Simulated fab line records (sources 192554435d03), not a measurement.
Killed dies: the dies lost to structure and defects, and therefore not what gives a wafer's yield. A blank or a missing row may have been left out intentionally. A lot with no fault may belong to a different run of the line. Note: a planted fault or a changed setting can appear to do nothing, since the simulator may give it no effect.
The tool behind it: which one? -- flow n5-finfet -- Sampling: 20 lots, 60 wafers, 6 of 1938 route steps

WHAT EACH GAUGE READ, for each wafer
N5_MOL_CONTACT_COAG_CD_MEAS_99: target cd 17.2 nm. Usual: cd-nm 17.2 nm, standard deviation 0.41.
lot,measured,on,cd-nm (nm),flag
L074,day 4 21:56,cd-sem-03,18.0 18.4 16.9,
L075,day 5 00:41,cd-sem-02,16.8 18.0 16.8,
L076,day 5 09:14,cd-sem-01,17.2 17.8 17.6,
L077,day 5 11:07,cd-sem-02,16.5 16.8 16.6,
L078,day 5 17:44,cd-sem-03,16.8 17.0 17.4,
L079,day 6 02:03,cd-sem-02,17.3 16.8 17.2,
L080,day 6 03:34,cd-sem-02,17.5 17.6 17.6,
L081,day 6 10:51,cd-sem-02,17.6 17.2 17.4,
L082,day 6 15:58,cd-sem-03,17.7 18.0 18.3,
L083,day 6 23:34,cd-sem-03,17.4 16.9 17.4,
L084,day 7 03:31,cd-sem-03,17.4 17.4 16.8,
L087,day 7 22:52,cd-sem-01,17.6 17.4 17.3,
L088,day 8 05:35,cd-sem-03,16.6 16.7 17.2,
L089,day 8 12:02,cd-sem-01,17.5 17.0 17.3,
L090,day 8 14:25,cd-sem-02,17.1 16.7 17.3,
L091,day 8 22:59,cd-sem-03,17.5 16.8 16.7,
L093,day 9 11:58,cd-sem-01,17.5 17.0 17.1,
L094,day 9 18:07,cd-sem-01,17.0 16.7 16.8,
L096,day 10 07:47,cd-sem-03,16.9 17.1 17.0,
L097,day 10 12:13,cd-sem-02,16.8 17.1 16.8,

WHICH TOOL RAN EACH LOT (tool, then ch and the chambers of the sampled wafers, then the start)
lot,N5_GATE_CUT_STRIP_42,N5_GATE_CUT_ETCH_19,N5_GATE_CUT_CUT_ETCH_53,N5_GATE_CUT_CMP_23,N5_MOL_CONTACT_COAG_ETCH_59
L074,"rie-diel-06 ch 0,2,3, day 4 17:53","rie-diel-06 ch 0,2,3, day 4 17:55","rie-metal-03 ch 0,1, day 4 18:01","cmp-01 ch 0,1,2, day 4 20:03","rie-diel-01 ch 0,2, day 4 21:34"
L075,"rie-diel-05 ch 1,2, day 4 20:22","rie-diel-05 ch 1,2, day 4 20:24","rie-metal-01 ch 0,1, day 4 20:31","cmp-03 ch 0,2,3, day 4 22:34","rie-diel-03 ch 0,1, day 5 00:19"
L076,"rie-diel-02 ch 0,3, day 5 03:28","rie-diel-02 ch 0,3, day 5 03:31","rie-metal-01 ch 0,1, day 5 03:37","cmp-03 ch 0,2, day 5 06:57","rie-diel-03 ch 0,1,2, day 5 08:53"
L077,"rie-diel-06 ch 0,2,3, day 5 06:37","rie-diel-06 ch 0,2,3, day 5 06:39","rie-metal-01 ch 1, day 5 06:46","cmp-01 ch 0,1,3, day 5 09:17","rie-diel-04 ch 1,2, day 5 10:45"
L078,"rie-diel-06 ch 0,1,3, day 5 13:32","rie-diel-06 ch 0,1,3, day 5 13:35","rie-metal-01 ch 0,1, day 5 13:41","cmp-01 ch 1,2,3, day 5 15:40","rie-diel-03 ch 0,1,3, day 5 17:22"
L079,"rie-diel-06 ch 0,1, day 5 20:56","rie-diel-06 ch 0,1, day 5 20:58","rie-metal-03 ch 0,1, day 5 21:05","cmp-03 ch 0,1,2, day 5 23:24","rie-diel-04 ch 2,3, day 6 01:41"
L080,"rie-diel-05 ch 0,3, day 5 23:18","rie-diel-05 ch 0,3, day 5 23:20","rie-metal-03 ch 1, day 5 23:27","cmp-01 ch 1,2, day 6 01:23","rie-diel-01 ch 0,1,3, day 6 03:13"
L081,"rie-diel-02 ch 0,2, day 6 06:39","rie-diel-02 ch 0,2, day 6 06:41","rie-metal-01 ch 1, day 6 06:48","cmp-03 ch 1,2, day 6 09:02","rie-diel-04 ch 0,1,2, day 6 10:29"
L082,"rie-diel-05 ch 0,3, day 6 11:54","rie-diel-05 ch 0,3, day 6 11:56","rie-metal-02 ch 0,1, day 6 12:03","cmp-03 ch 1,2, day 6 14:08","rie-diel-03 ch 0,2, day 6 15:36"
L083,"rie-diel-02 ch 0,1,3, day 6 19:01","rie-diel-02 ch 0,1,3, day 6 19:04","rie-metal-02 ch 0,1, day 6 19:10","cmp-01 ch 2,3, day 6 21:31","rie-diel-03 ch 1,2, day 6 23:13"
L084,"rie-diel-05 ch 2,3, day 6 23:27","rie-diel-05 ch 2,3, day 6 23:29","rie-metal-01 ch 0,1, day 6 23:35","cmp-03 ch 2,3, day 7 01:32","rie-diel-04 ch 0,2,3, day 7 03:09"
L087,"rie-diel-06 ch 1,2,3, day 7 18:31","rie-diel-06 ch 1,2,3, day 7 18:33","rie-metal-02 ch 0,1, day 7 18:40","cmp-01 ch 1,2,3, day 7 20:43","rie-diel-01 ch 0,1,2, day 7 22:31"
L088,"rie-diel-02 ch 0,1,2, day 8 01:40","rie-diel-02 ch 0,1,2, day 8 01:42","rie-metal-01 ch 0,1, day 8 01:48","cmp-02 ch 0,1,3, day 8 03:47","rie-diel-03 ch 0,3, day 8 05:14"
L089,"rie-diel-02 ch 0,1,2, day 8 07:58","rie-diel-02 ch 0,1,2, day 8 08:00","rie-metal-02 ch 0,1, day 8 08:07","cmp-03 ch 1,2,3, day 8 10:05","rie-diel-04 ch 0,2,3, day 8 11:41"
L090,"rie-diel-02 ch 0,1,2, day 8 10:26","rie-diel-02 ch 0,1,2, day 8 10:28","rie-metal-02 ch 0,1, day 8 10:35","cmp-02 ch 2,3, day 8 12:35","rie-diel-04 ch 0,1,2, day 8 14:03"
L091,"rie-diel-05 ch 0,2,3, day 8 19:03","rie-diel-05 ch 0,2,3, day 8 19:05","rie-metal-03 ch 0,1, day 8 19:12","cmp-03 ch 1,2, day 8 21:08","rie-diel-03 ch 2,3, day 8 22:38"
L093,"rie-diel-06 ch 0,1,2, day 9 07:46","rie-diel-06 ch 0,1,2, day 9 07:48","rie-metal-02 ch 0, day 9 07:56","cmp-02 ch 0,1,2, day 9 10:07","rie-diel-04 ch 0,1,2, day 9 11:37"
L094,"rie-diel-05 ch 0,1,3, day 9 14:10","rie-diel-05 ch 0,1,3, day 9 14:12","rie-metal-02 ch 1, day 9 14:19","cmp-03 ch 1,2,3, day 9 16:20","rie-diel-04 ch 1,2, day 9 17:46"
L096,"rie-diel-02 ch 2,3, day 10 00:56","rie-diel-02 ch 2,3, day 10 00:58","rie-metal-01 ch 0,1, day 10 01:05","cmp-01 ch 1,2,3, day 10 03:05","rie-diel-04 ch 0,1,2, day 10 07:25"
L097,"rie-diel-02 ch 0,2,3, day 10 07:51","rie-diel-02 ch 0,2,3, day 10 07:53","rie-metal-03 ch 1, day 10 08:00","cmp-01 ch 0,1,3, day 10 10:12","rie-diel-01 ch 1,2,3, day 10 11:51"
- N5_GATE_CUT_STRIP_42: strips in O2.
- N5_GATE_CUT_ETCH_19: etches SiNx in CH3F/O2, target depth 53.7 nm, time 76.7 s.
- N5_GATE_CUT_CUT_ETCH_53: etches W in SF6/Cl2, target depth 79.2 nm.
- N5_GATE_CUT_CMP_23: polishes, stops on SiO2, t overpolish 23.4 s, target thk 16 nm.
- N5_MOL_CONTACT_COAG_ETCH_59: etches underlayer in N2/H2, target depth 13 nm, time 10.4 s.

WHAT THE TOOLS THEMSELVES READ (means of the sampled wafers that have a number; where no wafer has one, the mark that the record gives instead)
N5_GATE_CUT_STRIP_42. Usual: drypump-motor-current-A 5.8 A, standard deviation 0.34; oes-product-au 0.79 a.u., standard deviation 0.073; rf-vpp-V 3.7 V, standard deviation 0.47; showerhead-plenum-p-Torr 2.07 Torr, standard deviation 0.082; throttle-valve-pct 16.6 %, standard deviation 0.31.
lot,tool,drypump-motor-current-A (A),oes-product-au (a.u.),rf-vpp-V (V),showerhead-plenum-p-Torr (Torr),throttle-valve-pct (%),flag
L074,rie-diel-06,6.1,0.81,3.6,2.14,16.5,
L075,rie-diel-05,5.8,0.77,3.7,1.97,16.6,
L076,rie-diel-02,5.5,0.80,3.1,2.08,16.6,
L077,rie-diel-06,6.1,0.79,4.0,2.14,16.5,
L078,rie-diel-06,6.2,0.78,3.4,2.08,16.7,
L079,rie-diel-06,6.0,0.80,3.5,2.05,16.9,
L080,rie-diel-05,5.8,0.83,3.7,2.13,16.6,
L081,rie-diel-02,5.4,0.79,3.7,2.13,16.6,
L082,rie-diel-05,5.8,0.83,3.7,2.13,16.6,
L083,rie-diel-02,5.8,0.77,3.5,2.05,16.6,
L084,rie-diel-05,6.0,0.78,3.7,2.08,16.7,
L087,rie-diel-06,5.9,0.81,3.4,2.08,16.5,
L088,rie-diel-02,5.6,0.76,3.4,2.10,16.7,
L089,rie-diel-02,5.6,0.76,3.0,2.10,16.7,
L090,rie-diel-02,5.6,0.76,4.2,2.10,16.7,
L091,rie-diel-05,5.8,0.80,4.0,2.05,16.5,
L093,rie-diel-06,5.9,0.79,3.4,2.10,16.7,
L094,rie-diel-05,5.6,0.78,4.1,2.08,16.9,
L096,rie-diel-02,5.9,0.83,3.3,2.13,16.5,
L097,rie-diel-02,5.7,0.81,3.5,2.10,16.6,

N5_GATE_CUT_ETCH_19. Usual: bias-w 73.00 W (standard deviation 0.21); drypump-motor-current-A 5.8 A (standard deviation 0.33); etch-rf-on-time-s 76.3 s (standard deviation 1.9); oes-product-au 0.67 a.u. (standard deviation 0.062); rf-vpp-V 295 V (standard deviation 7.6); showerhead-plenum-p-Torr 1.98 Torr (standard deviation 0.089); throttle-valve-pct 16.31 % (standard deviation 0.28).
lot,tool,bias-w (W),drypump-motor-current-A (A),etch-rf-on-time-s (s),oes-product-au (a.u.),rf-vpp-V (V),showerhead-plenum-p-Torr (Torr),throttle-valve-pct (%),flag
L074,rie-diel-06,73.00,6.1,77.6,0.68,293,2.04,16.16,
L075,rie-diel-05,72.67,5.8,75.9,0.66,292,1.87,16.28,
L076,rie-diel-02,73.03,5.5,76.3,0.69,288,1.98,16.19,
L077,rie-diel-06,73.16,6.1,77.2,0.68,292,2.03,16.16,
L078,rie-diel-06,72.84,6.1,77.0,0.67,293,1.97,16.34,
L079,rie-diel-06,73.08,5.9,77.0,0.67,294,1.95,16.48,
L080,rie-diel-05,73.08,5.8,75.8,0.71,307,2.05,16.45,
L081,rie-diel-02,73.03,5.4,77.0,0.68,289,2.03,16.27,
L082,rie-diel-05,73.14,5.8,76.1,0.71,307,2.05,16.45,
L083,rie-diel-02,72.69,5.8,75.5,0.67,291,1.94,16.22,
L084,rie-diel-05,73.10,5.9,78.0,0.66,306,2.02,16.48,
L087,rie-diel-06,72.79,5.9,76.7,0.69,294,1.99,16.20,
L088,rie-diel-02,73.05,5.6,76.8,0.65,290,1.99,16.30,
L089,rie-diel-02,72.97,5.6,76.9,0.65,290,1.99,16.29,
L090,rie-diel-02,72.94,5.6,76.9,0.65,291,1.99,16.31,
L091,rie-diel-05,73.16,5.8,76.7,0.69,300,1.96,16.25,
L093,rie-diel-06,73.05,5.9,77.2,0.66,294,2.00,16.38,
L094,rie-diel-05,73.00,5.7,76.1,0.67,300,1.98,16.53,
L096,rie-diel-02,72.77,5.9,77.1,0.71,300,2.06,16.30,
L097,rie-diel-02,73.13,5.7,76.6,0.68,293,2.01,16.29,

N5_GATE_CUT_CUT_ETCH_53. Usual: bias-w 80.01 W, standard deviation 0.26; drypump-motor-current-A 5.8 A, standard deviation 0.43; etch-rf-on-time-s 26.5 s, standard deviation 0.62; he-backside-leak-sccm 3.3 sccm, standard deviation 0.31; oes-product-au 0.69 a.u., standard deviation 0.1; throttle-valve-pct 28.5 %, standard deviation 0.41.
lot,tool,bias-w (W),drypump-motor-current-A (A),etch-rf-on-time-s (s),he-backside-leak-sccm (sccm),oes-product-au (a.u.),throttle-valve-pct (%),flag
L074,rie-metal-03,80.07,6.2,26.5,3.3,0.55,29.0,
L075,rie-metal-01,79.75,5.6,25.9,3.3,0.78,28.2,
L076,rie-metal-01,80.11,5.6,26.1,3.2,0.78,28.2,
L077,rie-metal-01,80.22,5.3,26.0,3.4,0.73,28.7,
L078,rie-metal-01,79.78,5.6,25.9,3.2,0.78,28.2,
L079,rie-metal-03,80.04,6.2,26.6,3.5,0.55,29.0,
L080,rie-metal-03,79.91,6.2,27.2,3.6,0.54,29.1,
L081,rie-metal-01,79.89,5.3,26.0,3.3,0.72,28.7,
L082,rie-metal-02,80.16,5.3,26.9,3.3,0.74,28.1,
L083,rie-metal-02,79.79,5.3,27.2,3.4,0.73,28.1,
L084,rie-metal-01,80.13,5.5,26.1,3.2,0.74,28.5,
L087,rie-metal-02,80.03,5.6,27.1,3.2,0.75,28.2,
L088,rie-metal-01,80.07,5.6,26.5,3.2,0.76,28.2,
L089,rie-metal-02,80.05,5.3,26.9,3.2,0.73,28.1,
L090,rie-metal-02,79.89,5.3,27.0,3.3,0.72,28.1,
L091,rie-metal-03,80.02,6.2,26.3,3.5,0.54,29.1,
L093,rie-metal-02,80.10,5.9,27.8,3.2,0.75,28.2,
L094,rie-metal-02,80.29,5.0,26.5,3.3,0.70,28.1,
L096,rie-metal-01,80.00,5.5,25.8,3.3,0.73,28.5,
L097,rie-metal-03,80.13,6.2,25.8,3.3,0.86,28.6,

N5_GATE_CUT_CMP_23. Usual: edge-zone-pressure-frac 0.999, standard deviation 0.0053; motor-current-A 9.4 A, standard deviation 1.3; overpolish-run-s 23.400 s, standard deviation 0.0091; pad-life-wafers 1130, standard deviation 450; slurry-flow-ml-min 150.0, standard deviation 0.45; time-to-endpoint-s 17.7 s, standard deviation 2.8.
lot,tool,edge-zone-pressure-frac,motor-current-A (A),overpolish-run-s (s),pad-life-wafers,slurry-flow-ml-min,time-to-endpoint-s (s),flag
L074,cmp-01,1.000,9.4,23.394,1292,149.6,16.0,
L075,cmp-03,0.995,10.2,23.400,483,149.5,15.9,
L076,cmp-03,1.001,9.5,23.403,559,150.2,16.4,
L077,cmp-01,1.003,9.0,23.404,1406,150.0,16.2,
L078,cmp-01,1.006,9.5,23.408,1442,150.2,18.2,
L079,cmp-03,1.000,8.7,23.392,704,150.1,16.8,
L080,cmp-01,1.003,9.8,23.399,1458,150.2,16.8,
L081,cmp-03,1.005,7.7,23.394,794,149.4,19.2,
L082,cmp-03,1.001,8.2,23.394,842,149.5,15.8,
L083,cmp-01,0.996,10.2,23.406,1622,150.3,18.9,
L084,cmp-03,0.996,10.4,23.408,960,149.9,15.1,
L087,cmp-01,1.004,9.5,23.396,1814,150.0,19.3,
L088,cmp-02,1.003,9.5,23.405,1136,150.2,20.4,
L089,cmp-03,0.997,9.7,23.398,1220,150.1,17.9,
L090,cmp-02,0.994,9.8,23.404,1238,150.2,17.9,
L091,cmp-03,0.998,7.9,23.401,1308,150.0,20.0,
L093,cmp-02,0.996,10.2,23.396,1411,149.9,18.7,
L094,cmp-03,1.005,9.2,23.398,1442,150.2,18.8,
L096,cmp-01,0.998,10.2,23.397,122,149.6,19.7,
L097,cmp-01,1.004,9.0,23.391,170,150.3,18.8,

N5_MOL_CONTACT_COAG_ETCH_59. Usual: bias-w 150.0 W (standard deviation 0.44); drypump-motor-current-A 5.6 A (standard deviation 0.4); etch-rf-on-time-s 10.28 s (standard deviation 0.26); oes-product-au 0.68 a.u. (standard deviation 0.082); rf-vpp-V 523.2 V (standard deviation 1.8); showerhead-plenum-p-Torr 2.51 Torr (standard deviation 0.057); throttle-valve-pct 17.7 % (standard deviation 0.31).
lot,tool,bias-w (W),drypump-motor-current-A (A),etch-rf-on-time-s (s),oes-product-au (a.u.),rf-vpp-V (V),showerhead-plenum-p-Torr (Torr),throttle-valve-pct (%),flag
L074,rie-diel-01,149.5,5.8,10.01,0.63,521.4,2.45,17.8,
L075,rie-diel-03,150.2,6.0,10.44,0.61,524.3,2.55,17.9,
L076,rie-diel-03,150.0,5.7,10.19,0.70,524.2,2.57,17.7,
L077,rie-diel-04,150.1,5.4,10.23,0.80,522.4,2.49,17.6,
L078,rie-diel-03,149.9,5.6,10.26,0.61,524.6,2.55,18.1,
L079,rie-diel-04,149.6,5.1,10.67,0.68,521.9,2.46,17.8,
L080,rie-diel-01,150.1,5.6,10.04,0.67,523.6,2.54,17.6,
L081,rie-diel-04,149.6,5.6,10.23,0.72,523.0,2.48,17.6,
L082,rie-diel-03,150.2,6.1,10.55,0.68,524.2,2.55,17.6,
L083,rie-diel-03,150.5,5.3,9.99,0.82,525.5,2.59,17.6,
L084,rie-diel-04,150.0,5.5,10.39,0.66,521.2,2.47,17.6,
L087,rie-diel-01,150.3,5.8,10.14,0.73,522.5,2.50,17.5,
L088,rie-diel-03,150.0,5.7,10.41,0.60,522.8,2.52,18.2,
L089,rie-diel-04,150.2,5.5,10.51,0.65,521.8,2.46,17.7,
L090,rie-diel-04,149.8,5.7,10.09,0.71,522.8,2.48,17.6,
L091,rie-diel-03,150.3,5.5,10.32,0.65,524.1,2.54,18.0,
L093,rie-diel-04,150.4,5.7,10.25,0.69,522.4,2.47,17.6,
L094,rie-diel-04,150.4,5.4,10.21,0.73,521.5,2.47,17.6,
L096,rie-diel-04,150.2,5.6,10.21,0.68,522.6,2.47,17.6,
L097,rie-diel-01,150.0,5.6,10.36,0.69,523.8,2.56,17.6,

THE ANSWER, worked out from the rows above alone
Rule: a lot is off if the mean of its wafers that have a number lies more than 3 standard deviations from the usual mean. Also off: a lot with no number at a reading for which 4 or more lots have one. All remaining lots with rows at the step are treated as sound. The gauges are gone through in route order, then the tools' own readings, and for those a lot's mean is taken as printed above. At the first step where some lot is off, the reading lying furthest off is the one used; lots without a number count as furthest.
None of the lots is off at any reading shown; this tells nothing.

WHAT HAD BEEN PUT IN BY THE SIMULATOR
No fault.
